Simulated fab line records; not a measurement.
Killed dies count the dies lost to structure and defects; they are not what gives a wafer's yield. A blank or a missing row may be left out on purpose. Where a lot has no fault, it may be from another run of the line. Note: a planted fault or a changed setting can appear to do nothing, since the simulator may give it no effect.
A lot that was struck, set against a sound lot / flow n5_finfet / 31 out of 1938 route steps
Sound: these wafers, L270.2, L270.4, L270.5. Struck: wafer L282.5. (L282.4, L282.6 of the same lot were not struck and are left out.) The cause comes at the end.
Per side, at each step with rows, come the tool, then ch with its chambers, and then its first start. Under that, the readings that differ: sound wafers / struck wafers / difference of the means / sigmas: that difference in standard deviations of wafers without a fault.
alike: same words and numbers on both sides, and readings whose means sit less than 2 such deviations apart. not compared: any withheld reading, any reading some wafer has no value for, any bound like >300 that may hide the same value, and any number with overlapping values for which the record gives no deviation.
The two part at a step that has a row with sigmas, a row that says differs or no value, or rows on one side only. Numbers that don't overlap but have no deviation are shown without sigmas and don't part them. A reading missing from all wafers of one side parts the sides only when that side holds two or more wafers.

first, 11 steps without rows for these wafers: N5_BEOL_M1_SPUTTER_90 (material Cu, target thk 4.5 nm, time 8.29 s); N5_BEOL_M1_ANNEAL_91 (time 240 s); N5_BEOL_M1_SPUTTER_92 (material Cu, target thk 4.5 nm, time 8.29 s); N5_BEOL_M1_ANNEAL_93 (time 240 s); N5_BEOL_M1_SPUTTER_94 (material Cu, target thk 4.5 nm, time 8.29 s); N5_BEOL_M1_ANNEAL_95 (time 240 s); N5_BEOL_M1_SPUTTER_96 (material Cu, target thk 4.5 nm, time 8.29 s); N5_BEOL_M1_ECD_50 (material Cu, target thk 300 nm); N5_BEOL_M1_ANNEAL_51 (time 90 s); N5_BEOL_M1_CMP_52 (polishes, stops on SiOC, t overpolish 6.8 s, target thk 40 nm); N5_BEOL_M1_PRE_CLEAN_60 (time 15 s).
N5_BEOL_M1_CO_CAP_55: material Co, precursor CCTBA/H2, target thk 2 nm, time 102.1 s.
  sound on cvd_co-02 ch 0,2, day 9 06:49; struck on cvd_co-01 ch 2, day 12 06:31
  alike: heater_power_w
then, 2 steps without rows for these wafers: N5_BEOL_M1_PRE_CLEAN_56 (time 15 s); N5_BEOL_M1_DEP_57 (deposits SiCN from 3MS/NH3, target thk 8 nm, time 14 s).
N5_BEOL_M1_INSPECT_59: inspects for defects (darkfield).
  struck on defect_inspect-01, day 12 06:44; sound on defect_inspect-02, day 9 07:02
reading=raw_defect_count; sound=100 61 53; struck=1076; difference=+1005; sigmas=+46
then, 12 steps without rows for these wafers: N5_BEOL_M2_ILD_DEP_00 (deposits SiOC from DEMS/O2, target thk 79 nm, time 15.3 s); N5_BEOL_M2_PECVD_72 (deposits SiO2 from TEOS/O2, target thk 16 nm, time 18 s); N5_BEOL_M2_HM_DEP_02 (deposits TiN, target thk 20 nm); N5_BEOL_M2_COAT_61 (time 60 s, resist thk 60 nm); N5_BEOL_M2_COAT_62 (time 60 s, resist thk 12 nm); N5_BEOL_M2_COAT_73 (time 60 s, resist thk 5 nm); N5_BEOL_M2_COAT_05 (resist thk 30 nm); N5_BEOL_M2_EBR_07; N5_BEOL_M2_SOFTBAKE_06 (time 60 s); N5_BEOL_M2_EXPOSE_08 (exposes mask M2); N5_BEOL_M2_PEB_09 (peb time 60 s); N5_BEOL_M2_DEVELOP_10 (develop time 30 s).
N5_BEOL_M2_INSPECT_13: inspects for defects (brightfield).
  struck on defect_inspect-01, day 12 09:18; sound on defect_inspect-02, day 9 10:04
reading=raw_defect_count; sound=452 425 338; struck=1311; difference=+906; sigmas=+9
then, 1 step without rows for these wafers: N5_BEOL_M2_DESCUM_16 (chemistry O2, time 7 s).
N5_BEOL_M4_RC_MEAS_101:
  sound on prober-01 ch 0, day 10 20:49; struck on prober-02 ch 0, day 14 01:14
reading=IOFF_P (nA/um); sound=0.19 0.21 0.21; struck=0.28; difference=+0.08; sigmas=+2
reading=ION_P (uA/um); sound=455 444 450; struck=470; difference=+20; sigmas=+3
reading=VT_P (mV); sound=-253 -249 -253; struck=-244; difference=+8; sigmas=+2
  alike: DIBL_N, DIBL_P, IOFF_N, ION_N, SS_N, SS_P, VT_N
-- a jump in the record: the struck wafers' starts before and after are 4 days apart (it breaks off in module BEOL_M4 and resumes in module PASSIVATION, where the first step shown is number 1936 of the route) --
N5_PASSIVATION_PROBE_49:
  rows exist in the record for the struck wafers here (prober-02, day 17 23:44), but not for the sound ones

WHERE THEY PART
Last at N5_PASSIVATION_PROBE_49 as far as this record goes, first at N5_BEOL_M1_INSPECT_59.

WHY: what had been put in by the simulator
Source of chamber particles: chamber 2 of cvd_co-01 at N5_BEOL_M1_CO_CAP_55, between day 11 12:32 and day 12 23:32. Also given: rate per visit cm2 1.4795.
